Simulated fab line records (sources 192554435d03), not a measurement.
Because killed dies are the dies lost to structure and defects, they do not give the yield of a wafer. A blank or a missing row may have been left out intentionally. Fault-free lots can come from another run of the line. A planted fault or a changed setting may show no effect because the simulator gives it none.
Chamber matching    flow n5-finfet    4 sister chambers for N5_BEOL_M7_STRIP_36 on rie-diel-02
The step strips in N2/H2. 18 wafers are shown with their chamber, then 9 later ones without.

== WAFERS WITH THEIR CHAMBER ==
wafer   chamber  showerhead-plenum-p-Torr (Torr)  drypump-motor-current-A (A)  throttle-valve-pct (%)
L076.1  2        2.64                             6.0                          24.1
L076.3  0        2.62                             5.9                          24.2
L076.5  3        2.50                             5.7                          24.5
L075.1  1        2.41                             5.7                          24.0
L075.3  3        2.50                             5.8                          24.4
L075.5  1        2.41                             5.7                          24.0
L080.1  2        2.64                             6.0                          24.2
L080.3  0        2.62                             5.9                          23.5
L080.5  2        2.64                             6.0                          24.1
L082.1  0        2.62                             6.0                          23.5
L082.2  3        2.49                             5.8                          24.5
L082.3  1        2.40                             5.7                          24.0
L084.2  2        2.63                             6.0                          24.2
L084.3  0        2.62                             5.9                          23.5
L084.5  1        2.40                             5.7                          24.0
L085.3  1        2.40                             5.7                          24.0
L085.4  2        2.63                             6.0                          24.1
L085.6  3        2.49                             5.7                          24.4

SIGNATURES, as means of the wafers listed above
reading                   chamber 0  chamber 1  chamber 2  chamber 3  scatter within a chamber
showerhead-plenum-p-Torr  2.6200     2.4040     2.6360     2.4950     0.00493
drypump-motor-current-A   5.925      5.700      6.000      5.750      0.0354
throttle-valve-pct        23.675     24.000     24.140     24.450     0.167
Rule: a wafer's distance from a chamber is the root of the sum, over the readings, of the square of ((its reading less the chamber's mean) divided by the reading's scatter). If the next closest chamber is less than 2 further off than the closest, the wafer can't be placed; otherwise it belongs to the closest. How the scatter is found: for the shown wafers, subtract from each reading the mean of its chamber, square and add these, divide the total by (wafers less chambers), then take the root.

== WAFERS MISSING THEIR CHAMBER ==
wafer   showerhead-plenum-p-Torr (Torr)  drypump-motor-current-A (A)  throttle-valve-pct (%)
L087.1  2.49                             5.7                          24.5
L087.3  2.63                             6.0                          24.2
L087.6  2.63                             6.0                          24.2
L090.1  2.49                             5.8                          24.5
L090.2  2.63                             6.0                          24.2
L090.5  2.63                             6.0                          24.2
L092.2  2.61                             5.9                          23.5
L092.5  2.63                             6.0                          24.2
L092.6  2.39                             5.7                          24.0

== THE CHAMBER EACH PASSED THROUGH ==
wafer   from the rows above  in truth
L087.1  3                    3
L087.3  2                    2
L087.6  2                    2
L090.1  3                    3
L090.2  2                    2
L090.5  2                    2
L092.2  0                    0
L092.5  2                    2
L092.6  1                    1
Correctly placed: 9 of 9. Left unplaced by these rows: 0. Placed wrongly: 0.
